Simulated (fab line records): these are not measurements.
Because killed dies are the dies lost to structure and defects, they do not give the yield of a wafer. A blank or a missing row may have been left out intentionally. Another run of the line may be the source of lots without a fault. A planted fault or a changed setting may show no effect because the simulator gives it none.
fab line records	flow nand-harc
record: lots: 11	wafers: 33	last-day: 33
route steps=1302 shown A_STAIRCASE@703
lots with no fault: from the same line, run without faults
start-h: hours from the record's opening day to when the first of the lot's shown wafers began	wait-h: hours elapsed since this lot's preceding step	" same as the row above	L1.1+2: one row covering several wafers at once	- either no value or no given start	* or withheld: withheld	< > ~ a bound
route shown NAME@n: NAME is a module with steps in the file, n the number in the route of the first one	usual: average and standard deviation across the fault-free wafers	same: alike in all rows	chamber/n: place in a boat	sites: per-site readings	_std_site: standard deviation across them	_edge_site: inner sites' mean taken away from outer sites' mean	radius-mm: how far each site lies from the wafer's centre	mask NAME#n: copy n	behind: the most recent tool/chamber to have shaped the wafer	hold: what put the lot on hold/how long, in hours/how the hold closed	device: whichever transistor did not switch (one of n, p or np)	end of line: the same wafers' tests at the end of the route	a step with no rows: only its recipe	killed: at the first sort, the dies lost to defects and structure; wafer yield is something else	map: per-die view of a wafer (x killed, . not killed, _ where there is no die)
set.NAME: the setting as run; set.NAME@STEP: as run at that earlier step	model.NAME: the simulator's own value behind a step, which no gauge read
one table for each step of the route and one row for each wafer, over a sample of lots
services: when a tool's chamber went out of use (start-h, in hours from the record's first day, below 0 if earlier), for how many hours, and the reason
== steps ==
step: NHARC_A_STAIRCASE_TRIM_189
recipe: time-s: 211.2	o2-flow-sccm: 500	ar-flow-sccm: 0	bias-w: 0	chemistry: O2
usual: drypump-motor-current-A: 5.9/0.34	oes-product-au: 1.002/0.011	rf-vpp-V: 57.9/0.87	showerhead-plenum-p-Torr: 3.59/0.18	throttle-valve-pct: 17.035/0.0087
lot.wafer	tool	chamber	start-h	wait-h	drypump-motor-current-A	oes-product-au	rf-hours-counter-h	rf-vpp-V	showerhead-plenum-p-Torr	throttle-valve-pct
L181.2	rie-diel-13	0	-	-	5.6	0.988	3	56.0	3.35	17.047
L181.1	"	2	"	"	5.7	0.989	2	58.1	3.77	17.031
L181.6	"	0	"	"	5.6	0.990	-	57.4	3.35	17.025
L183.3	rie-diel-13	3	-	-	5.9	1.000	5	57.1	3.31	17.038
L183.1	"	0	"	"	5.6	0.990	13	56.5	3.34	17.041
L183.2	"	1	"	"	6.6	1.014	12	57.9	3.74	17.017
L182.4	rie-diel-08	3	-	-	5.2	1.003	1	59.2	3.54	17.035
L182.3	"	1	"	"	6.3	0.998	1	58.7	3.78	17.029
L182.5	"	3	"	"	5.2	1.001	-	57.9	3.54	17.043
L184.2	rie-diel-05	3	-	-	6.0	1.016	34	57.3	3.50	17.022
L184.1	"	1	"	"	6.1	1.001	47	58.6	3.78	17.039
L184.6	"	0	"	"	5.6	1.008	-	56.9	3.27	17.044
L185.3	rie-diel-13	3	-	-	5.8	0.990	14	57.4	3.31	17.048
L185.2	"	2	"	"	5.8	1.008	22	57.5	3.76	17.030
L185.5	"	0	"	"	5.6	1.007	-	56.9	3.34	17.022
L186.4	rie-diel-13	0	-	-	5.6	0.996	25	58.0	3.33	17.015
L186.3	"	2	"	"	5.7	0.992	22	58.7	3.76	17.036
L186.2	"	3	"	"	5.9	0.997	14	58.9	3.31	17.043
L191.2	rie-diel-13	1	-	-	6.6	1.005	38	57.7	3.72	17.030
L191.1	"	2	"	"	5.8	0.991	37	60.0	3.76	17.038
L191.5	"	1	"	"	6.7	1.000	-	58.4	3.72	17.056
L196.3	rie-diel-13	0	-	-	5.6	0.995	55	56.4	3.32	17.045
L196.5	"	2	"	"	5.8	1.002	-	57.9	3.75	17.029
L196.6	"	3	"	"	5.9	1.002	-	57.6	3.29	17.048
L195.3	rie-diel-05	2	-	-	5.8	1.008	36	57.7	3.42	17.047
L195.2	"	3	"	"	6.0	1.007	36	57.8	3.48	17.036
L195.1	"	0	"	"	5.6	1.006	31	58.3	3.79	17.043
L201.1	rie-diel-05	1	-	-	6.2	0.980	53	58.1	3.74	17.030
L201.3	"	2	"	"	5.8	1.006	55	55.6	3.41	17.039
L201.5	"	2	"	"	5.8	1.002	-	56.1	3.41	17.031
L200.3	rie-diel-05	0	-	-	5.6	1.021	52	59.1	3.78	17.038
L200.1	"	1	"	"	6.2	0.995	53	59.4	3.74	17.027
L200.4	"	3	"	"	6.0	1.007	54	56.9	3.47	17.035
step: NHARC_A_STAIRCASE_TRIM_193
recipe: time-s: 211.2	o2-flow-sccm: 500	ar-flow-sccm: 0	bias-w: 0	chemistry: O2
usual: drypump-motor-current-A: 5.9/0.34	oes-product-au: 1.002/0.0092	rf-vpp-V: 57.9/0.92	showerhead-plenum-p-Torr: 3.59/0.18	throttle-valve-pct: 17.037/0.0096
lot.wafer	tool	chamber	start-h	wait-h	drypump-motor-current-A	oes-product-au	rf-hours-counter-h	rf-vpp-V	showerhead-plenum-p-Torr	throttle-valve-pct
L181.1	rie-diel-13	1	-	-	6.6	1.014	3	58.1	3.74	17.043
L181.2	"	2	"	"	5.7	0.993	3	59.0	3.78	17.062
L181.6	"	1	"	"	6.6	1.013	-	57.8	3.74	17.048
L183.1	rie-diel-13	0	-	-	5.6	0.993	13	55.7	3.34	17.050
L183.3	"	1	"	"	6.6	1.013	13	57.5	3.74	17.029
L183.2	"	2	"	"	5.7	0.986	12	58.1	3.77	17.037
L182.3	rie-diel-08	0	-	-	5.9	1.003	1	57.3	3.47	17.062
L182.4	"	2	"	"	6.0	1.004	1	58.1	3.81	17.037
L182.5	"	1	"	"	6.3	0.998	-	57.2	3.78	17.023
L184.2	rie-diel-05	0	-	-	5.6	1.013	47	57.0	3.28	17.031
L184.1	"	2	"	"	5.8	1.022	49	56.5	3.45	17.043
L184.6	"	0	"	"	5.6	1.014	-	55.2	3.27	17.031
L185.3	rie-diel-13	1	-	-	6.6	1.007	24	58.3	3.73	17.046
L185.2	"	3	"	"	5.9	0.999	14	57.0	3.31	17.038
L185.5	"	2	"	"	5.7	1.009	-	58.0	3.76	17.032
L186.4	rie-diel-13	3	-	-	5.9	1.000	14	56.9	3.31	17.053
L186.3	"	1	"	"	6.6	1.018	25	58.5	3.73	17.038
L186.2	"	2	"	"	5.7	1.007	22	56.0	3.76	17.041
L191.2	rie-diel-13	3	-	-	5.9	1.000	29	57.1	3.30	17.044
L191.1	"	1	"	"	6.6	1.011	38	57.5	3.72	17.025
L191.5	"	3	"	"	5.9	1.003	-	56.9	3.30	17.031
L196.3	rie-diel-13	2	-	-	5.7	0.998	53	59.0	3.75	17.026
L196.6	"	1	"	"	6.6	1.008	-	57.1	3.72	17.044
L196.5	"	2	"	"	5.7	0.989	-	58.4	3.75	17.046
L195.1	rie-diel-05	0	-	-	5.7	1.014	31	58.1	3.79	17.041
L195.2	"	2	"	"	5.8	1.009	36	57.4	3.42	17.031
L195.3	"	3	"	"	6.0	1.003	36	59.2	3.48	17.045
L201.3	rie-diel-05	3	-	-	6.0	1.001	54	58.5	3.46	17.043
L201.1	"	0	"	"	5.7	1.010	52	57.9	3.78	17.044
L201.5	"	3	"	"	6.0	0.993	-	58.4	3.47	17.010
L200.1	rie-diel-05	3	-	-	6.0	1.001	54	56.3	3.47	17.030
L200.4	"	0	"	"	5.6	1.015	52	56.8	3.78	17.051
L200.3	"	1	"	"	6.2	1.004	53	58.6	3.74	17.035
step: NHARC_A_STAIRCASE_ETCH_197
recipe: target-depth-a: 1000	time-s: 40.5	ion-energy-ev: 400	c4f8-flow-sccm: 20	o2-flow-sccm: 10	ar-flow-sccm: withheld	rf-w: 600	bias-w: 1000	chemistry: C4F8/O2
usual: oes-product-au: 0.951/0.015	rf-vpp-V: 897/7
lot.wafer	tool	chamber	start-h	wait-h	oes-product-au	rf-hours-counter-h	rf-vpp-V
L181.1	rie-diel-13	0	-	-	0.932	3	890
L181.2	"	1	"	"	0.965	3	904
L181.6	"	0	"	"	0.936	-	890
L183.2	rie-diel-13	3	-	-	0.954	5	888
L183.3	"	0	"	"	0.948	14	888
L183.1	"	1	"	"	0.963	13	904
L182.3	rie-diel-08	3	-	-	0.947	2	898
L182.4	"	1	"	"	0.957	1	905
L182.5	"	3	"	"	0.940	-	896
L184.2	rie-diel-05	1	-	-	0.930	47	906
L184.1	"	3	"	"	0.947	35	894
L184.6	"	0	"	"	0.962	-	887
L185.2	rie-diel-08	3	-	-	0.953	10	895
L185.3	"	2	"	"	0.947	10	906
L185.5	"	3	"	"	0.948	-	895
L186.4	rie-diel-13	3	-	-	0.949	15	887
L186.2	"	1	"	"	0.965	25	905
L186.3	"	2	"	"	0.950	22	905
L191.1	rie-diel-08	2	-	-	0.981	28	905
L191.2	"	3	"	"	0.951	29	897
L191.5	"	1	"	"	0.967	-	904
L196.3	rie-diel-13	1	-	-	0.941	50	902
L196.5	"	3	"	"	0.935	-	888
L196.6	"	0	"	"	0.939	-	889
L195.3	rie-diel-08	3	-	-	0.983	46	896
L195.2	"	0	"	"	0.971	45	894
L195.1	"	1	"	"	0.964	40	904
L201.3	rie-diel-05	1	-	-	0.924	55	905
L201.1	"	0	"	"	0.948	54	905
L201.5	"	2	"	"	0.935	-	892
L200.1	rie-diel-13	1	-	-	0.983	15	902
L200.4	"	2	"	"	0.957	16	903
L200.3	"	3	"	"	0.950	13	886
step: NHARC_A_STAIRCASE_TRIM_202
recipe: time-s: 211.2	o2-flow-sccm: 500	ar-flow-sccm: 0	bias-w: 0	chemistry: O2
usual: drypump-motor-current-A: 5.9/0.38	oes-product-au: 1.002/0.0099	rf-vpp-V: 58.1/0.89	showerhead-plenum-p-Torr: 3.58/0.19	throttle-valve-pct: 17.036/0.0093
lot.wafer	tool	chamber	start-h	wait-h	drypump-motor-current-A	oes-product-au	rf-hours-counter-h	rf-vpp-V	showerhead-plenum-p-Torr	throttle-valve-pct
L181.2	rie-diel-13	1	357.51	-	6.6	1.015	3	58.3	3.74	17.033
L181.1	"	2	"	"	5.7	1.005	3	60.1	3.78	17.041
L181.6	"	2	"	"	5.7	0.992	-	57.7	3.78	17.026
L183.1	rie-diel-13	0	381.94	-	5.6	0.984	14	57.1	3.34	17.041
L183.2	"	1	"	"	6.6	1.006	13	58.5	3.74	17.042
L183.3	"	3	"	"	5.9	0.984	5	58.1	3.31	17.027
L182.3	rie-diel-08	2	382.22	-	6.0	1.002	2	58.7	3.81	17.027
L182.4	"	0	"	"	5.9	0.999	2	56.3	3.47	17.039
L182.5	"	2	"	"	6.0	0.992	-	57.4	3.81	17.038
L184.1	rie-diel-05	3	382.31	-	6.0	1.002	35	57.5	3.50	17.045
L184.2	"	2	"	"	5.8	1.016	49	57.0	3.45	17.039
L184.6	"	3	"	"	6.0	1.015	-	57.5	3.50	17.024
L185.3	rie-diel-08	0	411.54	-	5.9	1.010	10	57.6	3.46	17.031
L185.2	"	1	"	"	6.3	1.013	10	57.6	3.77	17.037
L185.5	"	3	"	"	5.2	1.003	-	57.7	3.54	17.030
L186.4	rie-diel-13	2	412.26	-	5.7	0.993	23	56.9	3.76	17.034
L186.2	"	0	"	"	5.6	0.989	25	58.5	3.33	17.041
L186.3	"	1	"	"	6.6	1.005	25	58.3	3.73	17.030
L191.1	rie-diel-08	0	473.24	-	5.9	1.010	28	58.8	3.46	17.039
L191.2	"	1	"	"	6.3	1.010	27	57.9	3.76	17.027
L191.5	"	1	"	"	6.3	1.011	-	59.2	3.76	17.030
L195.1	rie-diel-08	2	516.22	-	6.0	1.006	41	59.1	3.78	17.038
L195.2	"	3	"	"	5.2	0.997	46	56.6	3.52	17.037
L195.3	"	0	"	"	5.9	1.007	45	58.7	3.45	17.047
L196.3	rie-diel-13	1	516.49	-	6.6	1.026	51	58.8	3.72	17.035
L196.5	"	1	"	"	6.6	1.020	-	58.8	3.72	17.038
L196.6	"	2	"	"	5.7	1.002	-	60.5	3.75	17.031
L201.3	rie-diel-05	3	574.28	-	6.0	1.002	55	57.7	3.46	17.034
L201.1	"	1	"	"	6.2	0.981	55	58.3	3.74	17.040
L201.5	"	0	"	"	5.6	1.017	-	57.6	3.78	17.029
L200.4	rie-diel-13	2	574.48	-	5.7	0.998	16	58.7	3.74	17.033
L200.1	"	0	"	"	5.6	0.856	11	55.7	3.31	17.042
L200.3	"	1	"	"	6.6	1.010	15	57.5	3.71	17.041
== services ==
tool	chamber	start-h	hours	kind
rie-diel-13	-	342.15	9.0	pm
rie-diel-13	0	342.15	9.0	vent-cycle
rie-diel-13	1	342.15	9.0	vent-cycle
rie-diel-13	2	342.15	9.0	vent-cycle
rie-diel-13	3	342.15	9.0	vent-cycle
rie-diel-13	0	351.15	-	clean
rie-diel-13	1	351.15	-	clean
rie-diel-13	2	351.15	-	clean
rie-diel-13	3	351.15	-	clean
rie-diel-08	1	362.56	14.8	repair
rie-diel-13	3	367.62	6.2	repair
rie-diel-08	-	367.80	9.0	pm
rie-diel-13	0	375.66	-	clean
rie-diel-13	1	375.66	-	clean
rie-diel-13	2	375.66	-	clean
rie-diel-13	3	375.66	-	clean
rie-diel-13	0	400.52	-	clean
rie-diel-13	1	400.52	-	clean
rie-diel-13	2	400.52	-	clean
rie-diel-13	3	400.52	-	clean
rie-diel-05	-	407.60	9.0	pm
rie-diel-13	0	425.09	-	clean
rie-diel-13	1	446.38	4.5	repair
rie-diel-08	-	544.85	9.0	pm
== key ==
first-sign: step: NHARC_A_STAIRCASE_TRIM_202	reading: oes-product-au	direction: down	sigmas: 15	usual: 1.002	struck: 0.856
effect none on later readings
met-at NHARC_A_STAIRCASE_TRIM_202
struck-lots L200
struck-wafers L200.1
tester-left-out L200
not-acting-at NHARC_A_STAIRCASE_TRIM_189,NHARC_A_STAIRCASE_TRIM_193,NHARC_A_STAIRCASE_ETCH_197
onset-between 412.26 574.48
fault: kind: process-parameter-drift	tool: rie-diel-13	chamber: 0	onset-h: 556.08	steps: NHARC_A_STAIRCASE_TRIM_202	channel: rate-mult	offset: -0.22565	shape: step	end-h: 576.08
tester-left-out: of these lots the tester's yield and bins aren't shown, on N5 and GAA mostly nor the transistor test; their killed dies are dies lost to structure and defects alone, not to doping, threshold or leakage, so they don't give the yield
